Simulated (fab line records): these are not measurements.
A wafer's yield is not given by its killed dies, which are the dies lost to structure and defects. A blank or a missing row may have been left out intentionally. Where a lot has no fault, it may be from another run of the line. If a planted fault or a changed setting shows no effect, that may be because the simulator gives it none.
Split-lot experiment + flow n5 finfet + route with 1938 steps; 7 lots, 21 wafers read

== SPLIT DETAILS ==
At N5_PMOS_HMC_CHANNEL_EPI_EXPOSE_06 (exposes mask PMOS HMC BLK, target cd 240 nm), the setting dose mj was moved away from the recipe's 41 on 5 of the 21 wafers read, by -4.3% to +2.5%. All remaining wafers had this setting at the recipe value.

== FROM THE SPLIT TO THE READING: what the file shows between them, 2 steps ==
- N5_PMOS_HMC_CHANNEL_EPI_PEB_07: peb time 60 s
- N5_PMOS_HMC_CHANNEL_EPI_DEVELOP_08: develop time 30 s

== THE READING ==
cd nm at N5_PMOS_HMC_CHANNEL_EPI_CD_MEAS_09, given in nm (cd target 237.4 nm). A value of 237.5 nm with a standard deviation of 0.84 nm is what fault-free wafers of this fab line usually give.

| wafer  | tool, chamber at the split | dose mj as run | against the recipe | cd nm, nm | against lot-mates on the recipe |
|--------|----------------------------|----------------|--------------------|-----------|---------------------------------|
| L079.2 | arfi scanner-01, 0         | 41             | recipe             | 236.5     | -                               |
| L079.4 | arfi scanner-01, 0         | 41             | recipe             | 237.4     | -                               |
| L079.5 | arfi scanner-01, 0         | 41             | recipe             | 237.2     | -                               |
| L080.1 | arfi scanner-01, 0         | 41             | recipe             | 238.1     | -                               |
| L080.2 | arfi scanner-01, 0         | 41             | recipe             | 237.5     | -                               |
| L080.6 | arfi scanner-01, 0         | 41             | recipe             | 238.4     | -                               |
| L082.2 | arfi scanner-02, 0         | 39.51          | -3.6%              | 234.9     | -3.6                            |
| L082.4 | arfi scanner-02, 0         | 41             | recipe             | 238.5     | -                               |
| L082.5 | arfi scanner-02, 0         | 39.51          | -3.6%              | 236.0     | -2.5                            |
| L084.1 | arfi scanner-02, 0         | 41             | recipe             | 236.6     | -                               |
| L084.4 | arfi scanner-02, 0         | 42.02          | +2.5%              | 239.7     | +2.6                            |
| L084.6 | arfi scanner-02, 0         | 41             | recipe             | 237.5     | -                               |
| L091.1 | arfi scanner-03, 0         | 41             | recipe             | 239.6     | -                               |
| L091.3 | arfi scanner-03, 0         | 41             | recipe             | 238.4     | -                               |
| L091.4 | arfi scanner-03, 0         | 41             | recipe             | 239.2     | -                               |
| L092.1 | arfi scanner-02, 0         | 39.22          | -4.3%              | 235.1     | -3.5                            |
| L092.2 | arfi scanner-02, 0         | 41             | recipe             | 238.6     | -                               |
| L092.5 | arfi scanner-02, 0         | 39.22          | -4.3%              | 233.4     | -5.2                            |
| L097.2 | arfi scanner-03, 0         | 41             | recipe             | 237.4     | -                               |
| L097.5 | arfi scanner-03, 0         | 41             | recipe             | 237.5     | -                               |
| L097.6 | arfi scanner-03, 0         | 41             | recipe             | 237.5     | -                               |

FIT RESULTS
A straight line over all 21 wafers: cd nm changes by +0.762 nm for each +1% of dose mj; r = +0.85; the points scatter about the line by 0.85 nm.
The same after taking each lot's own level away (the mean of its wafers on the recipe; 21 wafers): +0.953 nm for each +1%; r = +0.96; scatter 0.49 nm.
That fit puts the effect of the largest move of dose mj on the reading at 4.1 nm.
Across the lots, their own levels run from 237.03 to 239.07 nm, a range of 2.4 times the standard deviation given above.
In other words, the slope is changed by the lot-to-lot level; the two fits disagree.
Check: for one of the wafers moved furthest among these (-4.3%), held out of the fit, the line's prediction against its lot-mates is -4.33 nm. It came out at -3.5 nm against them.

== OTHER SPLITS ON THESE WAFERS ==
These wafers also went through other splits before the reading. Each is held against what the fit with the lots' levels taken away leaves over:
| other split on the same wafers           | wafers away from the commonest value | r with cd nm (lot level and that fit taken away) |
|------------------------------------------|--------------------------------------|--------------------------------------------------|
| N5_ZERO_LAYER_EXPOSE_08 dose mj          | 7                                    | +0.22                                            |
| N5_ZERO_LAYER_ETCH_18 icp w              | 7                                    | -0.12                                            |
| N5_PMOS_HMC_CHANNEL_EPI_COAT_31 spin rpm | 7                                    | +0.05                                            |

== THE WHOLE CHAIN: every reading that the file lists as answering this split, in the file's order ==
| step                               | what it does             | reading                                                                     | change (the file's fit)               | r (the file's) |
|------------------------------------|--------------------------|-----------------------------------------------------------------------------|---------------------------------------|----------------|
| N5_PMOS_HMC_CHANNEL_EPI_CD_MEAS_09 | target cd 237.4 nm       | cd nm                                                                       | +0.946 nm for each +1% of the setting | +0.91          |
| N5_PMOS_HMC_CHANNEL_EPI_DESCUM_14  | chemistry O2, time 7.9 s | PMOS_HMC_CHANNEL_EPI.cd nm (the simulator's own value, which no gauge read) | +0.945 nm for each +1% of the setting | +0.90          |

== THE FILE'S OWN FIT ==
cd nm changes by +0.946 nm for each +1% of dose mj, r = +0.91.
